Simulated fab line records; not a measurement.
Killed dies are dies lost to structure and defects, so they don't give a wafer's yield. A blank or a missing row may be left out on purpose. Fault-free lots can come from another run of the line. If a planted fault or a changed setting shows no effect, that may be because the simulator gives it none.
Chamber matching    flow n5Finfet    N5_BEOL_M3_STRIP_36 on rieDiel-03: 4 sister chambers
The step strips in N2/H2. 22 wafers are shown with their chamber, then 11 later ones without.

== WAFERS PAIRED WITH THEIR CHAMBERS ==
wafer   chamber  drypumpMotorCurrentA (A)  showerheadPlenumPTorr (Torr)  throttleValvePct (%)
L078.3  3        6.6                       2.45                          23.4
L078.4  1        5.9                       2.51                          23.7
L078.5  3        6.6                       2.45                          23.4
L079.1  2        5.3                       2.60                          23.7
L079.3  0        5.6                       2.61                          23.4
L079.5  0        5.6                       2.61                          23.4
L087.3  0        5.6                       2.61                          23.1
L087.5  1        5.9                       2.50                          23.7
L087.6  0        5.5                       2.61                          23.1
L088.2  1        5.9                       2.50                          23.7
L088.3  3        6.6                       2.44                          23.4
L088.6  0        5.6                       2.61                          23.1
L089.1  0        5.5                       2.60                          23.2
L089.4  3        6.6                       2.44                          23.4
L089.6  0        5.6                       2.60                          23.2
L090.1  2        5.3                       2.59                          23.7
L090.3  1        5.9                       2.50                          23.7
L090.4  0        5.6                       2.60                          23.1
L091.2  3        6.6                       2.44                          23.5
L091.3  2        5.2                       2.59                          23.7
L091.6  1        5.9                       2.50                          23.7
L092.3  2        5.2                       2.59                          23.7

SIGNATURES, as means of the wafers listed above
reading                chamber 0  chamber 1  chamber 2  chamber 3  scatter within a chamber
drypumpMotorCurrentA   5.575      5.900      5.250      6.600      0.0373
showerheadPlenumPTorr  2.6063     2.5020     2.5925     2.4440     0.00507
throttleValvePct       23.200     23.700     23.700     23.420     0.0843
Rule: for a wafer and a chamber, the distance is found by dividing, reading by reading, the gap between the wafer's reading and the chamber's mean by the reading's scatter, squaring, summing and taking the root. If the next closest chamber is less than 2 further off than the closest, the wafer can't be placed; otherwise it belongs to the closest. The scatter: take each reading less its chamber's mean, square it, sum over the shown wafers, divide by the number of wafers less the number of chambers, and take the root.

== WAFERS WITHOUT THEIR CHAMBER ==
wafer   drypumpMotorCurrentA (A)  showerheadPlenumPTorr (Torr)  throttleValvePct (%)
L092.5  5.5                       2.60                          23.2
L092.6  5.9                       2.50                          23.8
L094.1  5.3                       2.59                          23.7
L094.2  5.5                       2.60                          23.1
L094.4  5.9                       2.50                          23.7
L097.4  5.6                       2.60                          23.2
L097.5  6.6                       2.44                          23.5
L097.6  5.2                       2.59                          23.7
L096.2  5.9                       2.50                          23.7
L096.3  5.3                       2.59                          23.7
L096.5  5.3                       2.59                          23.7

== THE CHAMBER EACH PASSED THROUGH ==
wafer   from the rows above  in truth
L092.5  0                    0
L092.6  1                    1
L094.1  2                    2
L094.2  0                    0
L094.4  1                    1
L097.4  0                    0
L097.5  3                    3
L097.6  2                    2
L096.2  1                    1
L096.3  2                    2
L096.5  2                    2
Placed correctly: 11 of 11. Can't be placed from these rows: 0. 0 placed wrongly.
